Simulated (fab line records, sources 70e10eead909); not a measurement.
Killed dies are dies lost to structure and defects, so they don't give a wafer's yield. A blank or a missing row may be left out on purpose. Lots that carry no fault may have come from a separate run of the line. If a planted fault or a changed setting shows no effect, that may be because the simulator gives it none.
fab line records    flow nand-harc    part 2 of 2: steps 5 to 6 of 6
[record] lots = 21  wafers = 63  last-day = 32
route steps=1302 shown A_STAIRCASE@807 A_SGD_CUT@905 A_SLIT@942
lots untouched by any fault: they come from a run of this same line in which no faults occurred
start-h: start of the lot's first displayed wafer, in hours after the record's first day    wait-h: how many hours have passed since the lot's step before this one    " repeats the value in the row above    L1.1+2: a row that stands for several wafers    - no value, or no start was given    * or withheld: withheld    < > ~ a bound
route shown NAME@n: NAME is a module with steps in the file, n the number in the route of the first one    usual: mean/standard deviation taken from wafers without a fault    same: alike in all rows    chamber/n: place in a boat    sites: per-site readings    _std_site: standard deviation of those values    _edge_site: outer sites' mean less inner sites'    radius-mm: for every site, how far away it sits from the centre of the wafer    mask NAME#n: copy n    behind: the tool/chamber that last shaped the wafer    hold: reason for holding the lot/hours on hold/outcome of the hold    device: the transistor (n, p or np) that didn't switch    end of line: tests of these same wafers at the route's end    for a step that has no rows: nothing shown but its recipe    killed: the dies lost at the first sort to structure and to defects; this is not the yield of the wafer    map: per-die view of a wafer (x killed, . not killed, _ where there is no die)
set.NAME: the setting the step ran with; set.NAME@STEP: the setting that earlier step ran with    model.NAME: the simulator's own value behind a step, which no gauge read
a sample of lots followed through the steps of the route, with each step as a table and each wafer as a row
services: from which hour (start-h, from the record's first day; less than 0 if before it) a tool's chamber was out of use, for how many hours, and why
[[steps]]
[step NHARC_A_SGD_CUT_INSPECT_25]
[usual] raw-defect-count = 400/100
lot.wafer  tool               chamber  start-h  wait-h  raw-defect-count
L074.3     defect-inspect-02  -        432.78   -       448
L074.5     "                  -        "        "       470
L074.6     "                  -        "        "       410
L076.1     defect-inspect-01  -        454.29   -       431
L076.3     "                  -        "        "       591
L076.6     "                  -        "        "       549
L075.1     defect-inspect-01  -        454.38   -       432
L075.2     "                  -        "        "       389
L075.5     "                  -        "        "       391
L077.1     defect-inspect-01  -        485.37   -       601
L077.5     "                  -        "        "       401
L077.6     "                  -        "        "       343
L078.2     defect-inspect-02  -        485.40   -       568
L078.4     "                  -        "        "       436
L078.5     "                  -        "        "       433
L079.2     defect-inspect-01  -        485.45   -       364
L079.3     "                  -        "        "       340
L079.5     "                  -        "        "       234
L082.4     defect-inspect-02  -        521.63   -       490
L082.5     "                  -        "        "       655
L082.6     "                  -        "        "       488
L084.2     defect-inspect-02  -        543.67   -       560
L084.3     "                  -        "        "       460
L084.6     "                  -        "        "       579
L083.3     defect-inspect-02  -        543.81   -       391
L083.5     "                  -        "        "       385
L083.6     "                  -        "        "       382
L085.1     defect-inspect-02  -        556.70   -       398
L085.4     "                  -        "        "       331
L085.6     "                  -        "        "       393
L086.1     defect-inspect-02  -        561.35   -       287
L086.2     "                  -        "        "       392
L086.6     "                  -        "        "       281
L088.1     defect-inspect-01  -        575.95   -       349
L088.2     "                  -        "        "       356
L088.4     "                  -        "        "       437
L087.1     defect-inspect-02  -        575.95   -       388
L087.3     "                  -        "        "       269
L087.4     "                  -        "        "       303
L089.2     defect-inspect-02  -        591.45   -       358
L089.3     "                  -        "        "       478
L089.6     "                  -        "        "       471
L091.1     defect-inspect-01  -        596.15   -       331
L091.4     "                  -        "        "       320
L091.6     "                  -        "        "       359
L090.3     defect-inspect-01  -        604.22   -       422
L090.5     "                  -        "        "       603
L090.6     "                  -        "        "       408
L093.1     defect-inspect-01  -        624.97   -       262
L093.4     "                  -        "        "       309
L093.5     "                  -        "        "       334
L092.2     defect-inspect-02  -        624.98   -       448
L092.3     "                  -        "        "       626
L092.5     "                  -        "        "       582
L094.1     defect-inspect-01  -        635.34   -       331
L094.3     "                  -        "        "       408
L094.5     "                  -        "        "       375
L095.2     defect-inspect-01  -        649.09   -       324
L095.4     "                  -        "        "       248
L095.5     "                  -        "        "       482
L096.1     defect-inspect-02  -        649.12   -       483
L096.4     "                  -        "        "       379
L096.5     "                  -        "        "       344
[step NHARC_A_SLIT_ETCH_29]
[recipe] target-depth-a = 1000  overetch-a = 100  time-s = 55  ion-energy-ev = 100  cf4-flow-sccm = 80  o2-flow-sccm = 20  ar-flow-sccm = 0  rf-w = 300  bias-w = 100  chemistry = CF4/O2
[usual] drypump-motor-current-A = 5.7/0.38  mfc-ar-sccm = 0.010/0.013  oes-product-au = 0.998/0.015  rf-vpp-V = 198.1/1.4  showerhead-plenum-p-Torr = 1.35/0.059  throttle-valve-pct = 13.397/0.0095
lot.wafer  tool         chamber  start-h  wait-h  drypump-motor-current-A  mfc-ar-sccm  oes-product-au  rf-hours-counter-h  rf-vpp-V  showerhead-plenum-p-Torr  throttle-valve-pct
L074.3     rie-diel-04  0        446.14   0.1     5.3                      0.007        1.019           6.9                 197.1     1.28                      13.400
L074.6     "            2        "        "       5.8                      0            0.971           -                   199.2     1.42                      13.397
L074.5     "            3        "        "       5.2                      0.033        0.990           -                   195.6     1.25                      13.391
L076.1     rie-diel-04  2        465.31   0.1     5.8                      0            0.978           5.9                 200.4     1.42                      13.386
L076.3     "            0        "        "       5.4                      0.007        1.022           7.9                 197.2     1.28                      13.407
L076.6     "            2        "        "       5.8                      0            0.986           -                   199.6     1.42                      13.389
L075.1     rie-diel-01  2        466.03   0.1     5.7                      0            1.013           3.4                 198.7     1.42                      13.389
L075.2     "            0        "        "       6.4                      0.030        0.975           2.9                 196.4     1.27                      13.384
L075.5     "            2        "        "       5.7                      0            1.004           -                   198.6     1.42                      13.386
L077.1     rie-diel-11  3        497.76   0.1     5.4                      0.020        0.993           2.0                 199.5     1.37                      13.408
L077.6     "            1        "        "       5.6                      0            1.007           -                   199.6     1.42                      13.405
L077.5     "            2        "        "       5.9                      0.001        1.007           -                   199.0     1.36                      13.386
L078.2     rie-diel-01  3        499.25   0.1     5.8                      0            1.018           5.8                 197.6     1.32                      13.375
L078.4     "            0        "        "       6.4                      0.030        0.975           4.8                 196.9     1.27                      13.402
L078.5     "            0        "        "       6.4                      0.030        0.969           -                   197.2     1.27                      13.388
L079.2     rie-diel-11  1        501.59   0.1     5.6                      0            0.991           2.7                 199.5     1.42                      13.412
L079.3     "            2        "        "       5.9                      0.001        1.006           2.5                 197.7     1.36                      13.412
L079.5     "            1        "        "       5.6                      0            0.997           -                   201.0     1.42                      13.395
L082.4     rie-diel-01  1        533.19   0.1     6.0                      0.021        0.986           6.6                 199.7     1.39                      13.403
L082.6     "            0        "        "       6.4                      0.030        0.978           -                   196.1     1.27                      13.390
L082.5     "            1        "        "       6.0                      0.021        0.982           -                   198.0     1.39                      13.391
L084.3     rie-diel-04  3        554.94   0.1     5.2                      0.033        1.011           0.2                 195.6     1.25                      13.407
L084.2     "            1        "        "       5.0                      0.001        0.996           0.3                 198.5     1.34                      13.395
L084.6     "            0        "        "       5.3                      0.007        0.986           -                   197.1     1.28                      13.400
L083.3     rie-diel-01  2        556.65   0.1     5.7                      0            1.017           9.8                 198.5     1.41                      13.405
L083.5     "            3        "        "       5.8                      0            1.018           -                   198.0     1.32                      13.397
L083.6     "            0        "        "       6.4                      0.030        0.979           -                   197.0     1.27                      13.387
L085.1     rie-diel-11  0        568.95   0.1     6.1                      0            0.989           6.5                 199.2     1.37                      13.404
L085.4     "            1        "        "       5.6                      0            1.003           6.8                 196.8     1.42                      13.389
L085.6     "            2        "        "       5.9                      0.001        1.016           -                   199.1     1.36                      13.388
L086.2     rie-diel-01  2        575.48   0.1     5.7                      0            1.029           1.0                 199.2     1.41                      13.405
L086.1     "            3        "        "       5.9                      0            1.025           0.9                 197.2     1.32                      13.391
L086.6     "            0        "        "       6.4                      0.030        1.004           -                   196.5     1.27                      13.392
L088.4     rie-diel-11  1        586.68   0.1     5.6                      0            0.990           7.1                 200.2     1.42                      13.403
L088.2     "            2        "        "       5.9                      0.001        1.009           7.0                 198.6     1.36                      13.393
L088.1     "            3        "        "       5.4                      0.020        0.988           6.9                 199.0     1.37                      13.395
L087.1     rie-diel-01  2        587.41   0.1     5.7                      0            1.009           1.8                 199.0     1.41                      13.397
L087.3     "            3        "        "       5.9                      0            1.017           2.1                 199.6     1.32                      13.394
L087.4     "            1        "        "       6.0                      0.021        0.964           -                   199.2     1.39                      13.389
L089.3     rie-diel-04  0        603.07   0.1     5.4                      0.007        0.989           3.2                 196.0     1.28                      13.382
L089.2     "            3        "        "       5.2                      0.033        1.000           3.1                 195.8     1.24                      13.406
L089.6     "            0        "        "       5.4                      0.007        0.981           -                   195.7     1.28                      13.408
L091.1     rie-diel-01  1        606.94   0.1     6.0                      0.021        0.975           3.1                 198.4     1.39                      13.396
L091.4     "            3        "        "       5.9                      0            1.025           3.0                 197.7     1.32                      13.405
L091.6     "            2        "        "       5.7                      0            1.008           -                   198.0     1.41                      13.405
L090.3     rie-diel-04  1        615.33   0.1     5.0                      0.001        0.990           4.0                 198.0     1.34                      13.410
L090.5     "            2        "        "       5.8                      0            0.995           -                   199.4     1.42                      13.390
L090.6     "            3        "        "       5.2                      0.033        1.021           -                   197.8     1.24                      13.398
L093.1     rie-diel-01  3        637.66   0.1     5.9                      0            1.016           4.5                 197.5     1.32                      13.394
L093.4     "            1        "        "       6.0                      0.021        0.982           4.5                 198.0     1.39                      13.398
L093.5     "            3        "        "       5.9                      0            1.012           -                   197.4     1.32                      13.391
L092.2     rie-diel-11  1        637.90   0.1     5.6                      0            1.004           1.4                 199.1     1.42                      13.405
L092.3     "            2        "        "       5.9                      0.001        1.004           0.7                 198.0     1.36                      13.390
L092.5     "            2        "        "       5.9                      0.001        0.998           -                   199.8     1.36                      13.394
L094.1     rie-diel-04  3        646.47   0.1     5.2                      0.033        1.027           5.9                 195.0     1.24                      13.409
L094.3     "            1        "        "       5.0                      0.001        0.997           6.5                 196.7     1.34                      13.397
L094.5     "            3        "        "       5.2                      0.033        1.018           -                   197.1     1.24                      13.410
L095.2     rie-diel-01  2        660.64   0.1     5.7                      0            0.992           5.3                 200.5     1.41                      13.386
L095.4     "            0        "        "       6.4                      0.030        0.994           4.8                 197.6     1.27                      13.393
L095.5     "            1        "        "       6.0                      0.021        0.969           -                   198.0     1.39                      13.400
L096.4     rie-diel-11  1        663.90   0.1     5.6                      0            1.013           3.4                 197.9     1.42                      13.410
L096.1     "            3        "        "       5.4                      0.020        0.992           3.8                 199.0     1.37                      13.396
L096.5     "            0        "        "       6.1                      0            1.003           -                   197.6     1.36                      13.389
[[services]]
tool         chamber  start-h  hours  kind
rie-diel-02  1        352.67   2.9    repair
rie-diel-09  1        362.60   6.4    repair
rie-diel-06  0        365.45   3.4    repair
rie-diel-01  -        380.80   9.0    pm
rie-diel-09  -        382.34   0.5    repair
rie-diel-01  2        393.69   4.6    repair
rie-diel-09  1        402.16   8.5    repair
rie-diel-01  3        403.84   5.9    repair
rie-diel-02  0        426.05   19.7   repair
rie-diel-01  3        426.92   1.8    repair
rie-diel-12  1        434.40   1.4    repair
rie-diel-12  -        446.70   9.0    pm
rie-diel-09  -        492.81   0.4    repair
rie-diel-09  -        499.27   9.0    pm
rie-diel-09  3        516.98   9.6    repair
rie-diel-01  -        519.55   0.8    repair
rie-diel-01  0        523.28   1.8    repair
rie-diel-01  1        551.90   4.5    repair
rie-diel-01  -        557.80   9.0    pm
rie-diel-09  -        569.71   7.4    repair
rie-diel-01  0        586.29   4.7    repair
rie-diel-01  3        592.66   5.8    repair
rie-diel-12  -        617.72   0.5    repair
rie-diel-12  -        623.70   9.0    pm
